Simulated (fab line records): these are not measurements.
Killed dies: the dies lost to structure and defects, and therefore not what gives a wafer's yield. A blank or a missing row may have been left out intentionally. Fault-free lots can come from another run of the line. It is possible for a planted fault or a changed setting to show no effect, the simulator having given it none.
Struck lot and sound lot, side by side	flow nand-harc	15 steps out of a route of 1302
Sound: wafers L949.1, L949.3, L949.4. Wafers L953.2, L953.3, L953.5 were the ones struck. The cause is named last.
For every step that has rows: the tool of each side, followed by ch and its chambers, followed by its first start. Under that, the readings that differ: sound wafers	struck wafers	difference of the means	sigmas: that difference in standard deviations of wafers without a fault.
alike: readings with means less than 2 such deviations apart, plus words and numbers identical on both sides. not compared: withheld readings, readings lacking a value on some wafer, bounds such as >300 that could conceal the same value, and numbers that have no deviation in the record and whose values overlap.
The two part at a step that has a row with sigmas, a row that says differs or no value, or rows on one side only. Non-overlapping numbers with no deviation appear without sigmas and do not part them. A reading that every wafer of one side lacks parts them only if that side has two wafers or more.

first, 1 step without rows for these wafers: NHARC_A_CONTACT_DEVELOP_68 (develop time 35 s).
NHARC_A_CONTACT_CD_MEAS_69 targets a cd of 300 nm.
  sound on cd-sem-01 ch 0, day 26 17:40; struck on cd-sem-02 ch 0, day 28 12:39
  alike: cd-nm
NHARC_A_CONTACT_OVL_MEAS_70:
  sound on overlay-02 at day 26 17:46; struck on overlay-01 at day 28 12:44
  alike: overlay-x-nm, overlay-y-nm
NHARC_A_CONTACT_INSPECT_71:
  sound on defect-inspect-02 at day 26 17:48; struck on defect-inspect-01 at day 28 12:46
reading	sound	struck	difference	sigmas
raw-defect-count	78 83 78	140 158 149	+69	+2
NHARC_A_CONTACT_DESCUM_74: chemistry O2, time 3 s.
  sound on rie-diel-07 ch 0,2,3, day 26 17:52; struck on rie-diel-01 ch 0,1, day 28 12:50
  alike: chamber-pressure-mTorr, drypump-motor-current-A, oes-product-au, rf-vpp-V, showerhead-plenum-p-Torr, throttle-valve-pct
  not compared: rf-hours-counter-h
then, 2 steps without rows for these wafers: NHARC_A_CONTACT_ETCH_75 (etches the open film in CF4, target depth 39 nm, time 65 s); NHARC_A_CONTACT_ETCH_76 (etches the open film in N2/H2, target depth 260 nm, time 475.3 s).
NHARC_A_CONTACT_ETCH_77: etches the open film in CF4/CHF3, target depth 108.9 nm, time 54.5 s.
  sound on rie-diel-07 ch 1,2,3; struck on rie-diel-01 ch 0,1,2
  alike: bias-w, cf4-flow-sccm, chamber-pressure-mTorr, drypump-motor-current-A, oes-product-au, rf-vpp-V, showerhead-plenum-p-Torr, throttle-valve-pct
  not compared: rf-hours-counter-h
NHARC_A_CONTACT_ETCH_78: etches the open film in O2/COS, target depth 5300 nm, time 1378 s.
  sound on rie-diel-07 ch 0,1,3; struck on rie-diel-01 ch 0,2,3
  alike: bias-w, chamber-pressure-mTorr, drypump-motor-current-A, oes-product-au, rf-vpp-V, showerhead-plenum-p-Torr, throttle-valve-pct
  not compared: rf-hours-counter-h
NHARC_A_CONTACT_ETCH_124: etches the open film in C4F8/O2/Ar, time 140 s, target depth 700 nm.
  sound on har-cap-etch-01 ch 0,1, day 26 19:23; struck on har-cap-etch-02 ch 1, day 28 14:25
  alike: chamber-pressure-mTorr, oes-air-line-au
  not compared: rf-hours-counter-h
then, 1 step without rows for these wafers: NHARC_A_CONTACT_ETCH_125 (etches the open film in C4F8/O2/Ar, time 197 s, target depth 1918 nm).
NHARC_A_CONTACT_ETCH_126: etches the open film in C4F8/O2/Ar, time 197 s, target depth 1918 nm.
  sound on har-cap-etch-01 ch 0,1, day 26 19:46; struck on har-cap-etch-02 ch 1, day 28 14:47
  alike: chamber-pressure-mTorr, oes-air-line-au
  not compared: rf-hours-counter-h
NHARC_A_CONTACT_ETCH_127: etches the open film in C4F8/O2/Ar, time 197 s, target depth 1918 nm.
  sound on har-cap-etch-01 ch 0,1, day 26 19:57; struck on har-cap-etch-02 ch 1, day 28 14:58
  no value came back on the struck wafers for chamber-pressure-mTorr (mTorr), oes-air-line-au (a.u.); on the sound wafers chamber-pressure-mTorr (mTorr) reads 19.993 20.008 19.992
  not compared: rf-hours-counter-h
then, 1 step without rows for these wafers: NHARC_A_CONTACT_ETCH_128 (etches the open film in C4F8/O2/Ar, time 197 s, target depth 1918 nm).
-- jump in the record: it breaks off in module A_CONTACT and resumes in module END (first step shown: number 1302 of the route), and 2 days separate the struck wafers' starts before and after --
NHARC_END_SORT_01:
  sound on prober-02 ch 0, day 29 05:37; struck on prober-02 ch 0, day 31 02:45
reading	sound	struck	difference	sigmas
killed-at-array	61 65 43	674 675 677	+619	+31
killed-dies	67 68 49	677 677 677	+616	+31
  alike: killed-at-other, killed-at-periphery, killed-open, killed-short

## WHERE THEY PART
Last at NHARC_END_SORT_01 as far as this record goes, first at NHARC_A_CONTACT_INSPECT_71.

WHY: whatever the simulator had introduced
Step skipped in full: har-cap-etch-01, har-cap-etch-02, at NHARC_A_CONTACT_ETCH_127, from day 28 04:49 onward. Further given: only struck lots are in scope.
